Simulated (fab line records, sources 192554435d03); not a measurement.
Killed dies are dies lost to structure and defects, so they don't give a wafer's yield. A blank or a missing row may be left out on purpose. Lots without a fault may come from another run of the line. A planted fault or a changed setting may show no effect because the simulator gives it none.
Which tool did it? | flow n5_finfet | 24 lots, 72 wafers sampled, at 2 steps of a route of 1938

WHAT THE GAUGES READ, wafer by wafer
N5_BEOL_M4_OCD_MEAS_38. Usual: trench_depth_nm 55.5 nm, standard deviation 1.2.
lot  | measured     | on     | trench_depth_nm (nm) | flag
L074 | day 7 12:45  | ocd-02 | 55.6 53.9 53.6       |
L076 | day 7 21:32  | ocd-02 | 53.9 56.6 56.4       |
L075 | day 8 01:16  | ocd-02 | 56.8 56.7 55.6       |
L077 | day 8 04:59  | ocd-02 | 56.1 56.1 54.9       |
L078 | day 8 05:06  | ocd-02 | 56.3 55.9 56.4       |
L079 | day 8 23:16  | ocd-02 | 54.5 55.7 54.5       |
L080 | day 9 04:23  | ocd-02 | 53.1 53.7 53.9       |
L081 | day 9 07:29  | ocd-01 | 56.2 54.0 55.9       |
L082 | day 9 16:41  | ocd-01 | 57.1 54.7 56.5       |
L083 | day 9 21:07  | ocd-02 | 55.1 55.4 54.2       |
L084 | day 10 02:20 | ocd-01 | 56.5 55.1 53.9       |
L085 | day 10 13:39 | ocd-01 | 54.6 54.7 55.8       |
L086 | day 10 19:07 | ocd-02 | 55.4 54.7 54.4       |
L087 | day 10 21:57 | ocd-02 | 59.0 56.8 56.4       |
L088 | day 11 05:15 | ocd-02 | 55.6 55.2 54.6       |
L089 | day 11 08:58 | ocd-01 | 55.6 53.7 54.9       |
L090 | day 11 09:10 | ocd-02 | 56.0 54.4 54.5       |
L091 | day 12 01:03 | ocd-02 | 54.2 55.9 58.5       |
L092 | day 12 08:29 | ocd-01 | 55.9 56.0 55.6       |
L094 | day 12 11:34 | ocd-02 | 56.0 57.1 55.4       |
L093 | day 12 19:22 | ocd-01 | 55.3 58.3 55.7       |
L095 | day 13 00:52 | ocd-01 | 54.6 55.4 57.9       |
L096 | day 13 07:26 | ocd-01 | 55.5 55.3 56.1       |
L097 | day 13 18:08 | ocd-02 | 53.8 53.8 58.1       |

WHICH TOOL RAN EACH LOT (tool, then ch and the chambers of the sampled wafers, then the start)
lot  | N5_BEOL_M4_STRIP_97
L074 | rie_diel-01 ch 0,1, day 7 12:45 or earlier
L076 | rie_diel-01 ch 1,2,3, day 7 21:32 or earlier
L075 | rie_diel-01 ch 0,2,3, day 8 01:16 or earlier
L077 | rie_diel-05 ch 1,2,3, day 8 04:59 or earlier
L078 | rie_diel-02 ch 2,3, day 8 05:06 or earlier
L079 | rie_diel-02 ch 0,1,3, day 8 23:16 or earlier
L080 | rie_diel-05 ch 0,1, day 9 04:23 or earlier
L081 | rie_diel-05 ch 0,2,3, day 9 07:29 or earlier
L082 | rie_diel-02 ch 1,2, day 9 16:41 or earlier
L083 | rie_diel-05 ch 0,2,3, day 9 21:07 or earlier
L084 | rie_diel-01 ch 0,1,2, day 10 02:20 or earlier
L085 | rie_diel-02 ch 1,2, day 10 13:39 or earlier
L086 | rie_diel-02 ch 0,1,2, day 10 19:07 or earlier
L087 | rie_diel-01 ch 2,3, day 10 21:57 or earlier
L088 | rie_diel-02 ch 0,2, day 11 05:15 or earlier
L089 | rie_diel-05 ch 0,2,3, day 11 08:58 or earlier
L090 | rie_diel-02 ch 1,2,3, day 11 09:10 or earlier
L091 | rie_diel-01 ch 1,2,3, day 12 01:03 or earlier
L092 | rie_diel-05 ch 1,3, day 12 08:29 or earlier
L094 | rie_diel-05 ch 1,2,3, day 12 11:34 or earlier
L093 | rie_diel-01 ch 0,2, day 12 19:22 or earlier
L095 | rie_diel-01 ch 1,2,3, day 13 00:52 or earlier
L096 | rie_diel-05 ch 0,2, day 13 07:26 or earlier
L097 | rie_diel-01 ch 1,2, day 13 18:08 or earlier
- N5_BEOL_M4_STRIP_97: strips in N2/H2, time 10 s.

WHAT THE TOOLS THEMSELVES READ (means of the sampled wafers that have a number; where no wafer has one, the mark that the record gives instead)
N5_BEOL_M4_STRIP_97. Usual: drypump_motor_current_A 5.7 A, standard deviation 0.32; oes_product_au 0.79 a.u., standard deviation 0.087; rf_vpp_V 59.2 V, standard deviation 0.92; showerhead_plenum_p_Torr 2.56 Torr, standard deviation 0.11; throttle_valve_pct 23.7 %, standard deviation 0.32.
lot  | tool        | drypump_motor_current_A (A) | oes_product_au (a.u.) | rf_vpp_V (V) | showerhead_plenum_p_Torr (Torr) | throttle_valve_pct (%) | flag
L074 | rie_diel-01 | 5.9                         | 0.80                  | 58.6         | 2.57                            | 23.6                   |
L076 | rie_diel-01 | 5.7                         | 0.75                  | 59.4         | 2.52                            | 23.5                   |
L075 | rie_diel-01 | 5.8                         | 0.82                  | 59.4         | 2.49                            | 23.7                   |
L077 | rie_diel-05 | 5.7                         | 0.77                  | 59.9         | 2.59                            | 23.8                   |
L078 | rie_diel-02 | 5.4                         | 0.77                  | 59.6         | 2.50                            | 23.7                   |
L079 | rie_diel-02 | 5.6                         | 0.80                  | 59.3         | 2.55                            | 23.7                   |
L080 | rie_diel-05 | 6.1                         | 0.67                  | 58.7         | 2.64                            | 24.4                   |
L081 | rie_diel-05 | 5.9                         | 0.76                  | 59.1         | 2.58                            | 23.8                   |
L082 | rie_diel-02 | 5.5                         | 0.84                  | 59.5         | 2.53                            | 23.6                   |
L083 | rie_diel-05 | 5.9                         | 0.75                  | 59.5         | 2.58                            | 23.8                   |
L084 | rie_diel-01 | 6.0                         | 0.76                  | 59.2         | 2.49                            | 23.7                   |
L085 | rie_diel-02 | 5.6                         | 0.86                  | 59.6         | 2.62                            | 23.8                   |
L086 | rie_diel-02 | 5.6                         | 0.79                  | 58.8         | 2.52                            | 23.6                   |
L087 | rie_diel-01 | 5.5                         | 0.87                  | 58.4         | 2.61                            | 23.4                   |
L088 | rie_diel-02 | 5.7                         | 0.72                  | 58.0         | 2.42                            | 23.5                   |
L089 | rie_diel-05 | 5.9                         | 0.75                  | 59.2         | 2.58                            | 23.8                   |
L090 | rie_diel-02 | 5.5                         | 0.80                  | 59.2         | 2.55                            | 23.8                   |
L091 | rie_diel-01 | 5.7                         | 0.80                  | 60.2         | 2.61                            | 23.5                   |
L092 | rie_diel-05 | 5.8                         | 0.73                  | 59.3         | 2.66                            | 24.1                   |
L094 | rie_diel-05 | 5.7                         | 0.75                  | 60.0         | 2.58                            | 23.8                   |
L093 | rie_diel-01 | 6.1                         | 0.89                  | 58.6         | 2.56                            | 23.9                   |
L095 | rie_diel-01 | 5.7                         | 0.79                  | 60.5         | 2.61                            | 23.5                   |
L096 | rie_diel-05 | 6.1                         | 0.88                  | 59.1         | 2.55                            | 24.0                   |
L097 | rie_diel-01 | 5.9                         | 0.75                  | 59.5         | 2.62                            | 23.6                   |

THE ANSWER, worked out from the rows above alone
Rule: a lot is off if the mean of its wafers that have a number lies more than 3 standard deviations from the usual mean. A lot without any number at a reading at which 4 lots or more have one is off too. The other lots that the step has rows for count as sound. The gauges are gone through in route order, then the tools' own readings, and for those a lot's mean is taken as printed above. The first step at which some lot is off is used, and at that step the reading that is off furthest; a lot without a number counts as furthest.
No lot is off at any reading shown: from this, nothing can be told.

WHAT THE SIMULATOR HAD PUT IN
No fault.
